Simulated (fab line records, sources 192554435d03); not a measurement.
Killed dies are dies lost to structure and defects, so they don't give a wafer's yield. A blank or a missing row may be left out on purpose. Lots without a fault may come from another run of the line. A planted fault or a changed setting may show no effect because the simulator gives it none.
Which tool did it? | flow n5_finfet | 10 lots, 30 wafers sampled, at 3 steps of a route of 1938

WHAT THE GAUGES READ, wafer by wafer
N5_PASSIVATION_OVL_MEAS_66.
lot  | measured     | on         | PASS_OPEN_OVL (nm)
L161 | day 12 17:13 | overlay-01 | 0 2 2
L159 | day 12 22:44 | overlay-02 | 0 7 2
L162 | day 13 03:39 | overlay-01 | 2 3 1
L165 | day 14 11:23 | overlay-01 | 12 10 11
L166 | day 14 07:41 | overlay-02 | -2 4 -1
L168 | day 14 16:32 | overlay-02 | -11 -12 -9
L173 | day 16 03:52 | overlay-01 | -4 1 0
L177 | day 16 20:40 | overlay-01 | -1 6 1
L179 | day 17 22:28 | overlay-01 | 3 -1 0
L182 | day 18 14:32 | overlay-02 | -6 -8 -5

WHICH TOOL RAN EACH LOT (tool, then ch and the chambers of the sampled wafers, then the start)
lot  | N5_BEOL_M7_ETCH_41                 | N5_PASSIVATION_DESCUM_32
L161 | rie_diel-03 ch 0,2, day 9 16:15    | rie_diel-01 ch 0,1, day 12 15:25
L159 | rie_diel-06 ch 0,2, day 9 16:25    | rie_diel-02 ch 1,2,3, day 12 21:03
L162 | rie_diel-03 ch 0,1, day 9 23:53    | rie_diel-04 ch 1,2, day 13 01:58
L165 | rie_diel-05 ch 0,1,2, day 11 05:43 | rie_diel-02 ch 0,3, day 14 09:35
L166 | rie_diel-03 ch 0,1,3, day 11 09:12 | rie_diel-01 ch 2,3, day 14 05:50
L168 | rie_diel-05 ch 0,2, day 11 14:57   | rie_diel-02 ch 0,1,3, day 14 14:50
L173 | rie_diel-05 ch 0,1,3, day 12 20:05 | rie_diel-02 ch 0,2,3, day 16 02:04
L177 | rie_diel-05 ch 0,1,3, day 13 17:16 | rie_diel-04 ch 1,2,3, day 16 18:42
L179 | rie_diel-05 ch 0,3, day 14 20:35   | rie_diel-01 ch 1,2, day 17 20:31
L182 | rie_diel-05 ch 0,1,2, day 15 04:52 | rie_diel-02 ch 0,1, day 18 12:51
- N5_BEOL_M7_ETCH_41: etches SiCN in CH3F/O2, target depth 31.9 nm, time 57.8 s.
- N5_PASSIVATION_DESCUM_32: chemistry O2, time 7.9 s.

THE ANSWER, worked out from the rows above alone
Rule: what is usual is taken from the lots themselves. Put in order of their means at a reading, lots are off if they are a third of the lots or fewer, leave a main group of 4 or more, and stand apart from it by a gap of 3 or more times the standard deviation of the main group's means; of several such gaps the widest counts. A main group whose means are all the same, to the digits that the tables above print for the reading, isn't used. A lot without any number at a reading at which 4 lots or more have one is off too. The other lots that the step has rows for count as sound.
No lot is off at any reading shown: from this, nothing can be told.

WHAT THE SIMULATOR HAD PUT IN
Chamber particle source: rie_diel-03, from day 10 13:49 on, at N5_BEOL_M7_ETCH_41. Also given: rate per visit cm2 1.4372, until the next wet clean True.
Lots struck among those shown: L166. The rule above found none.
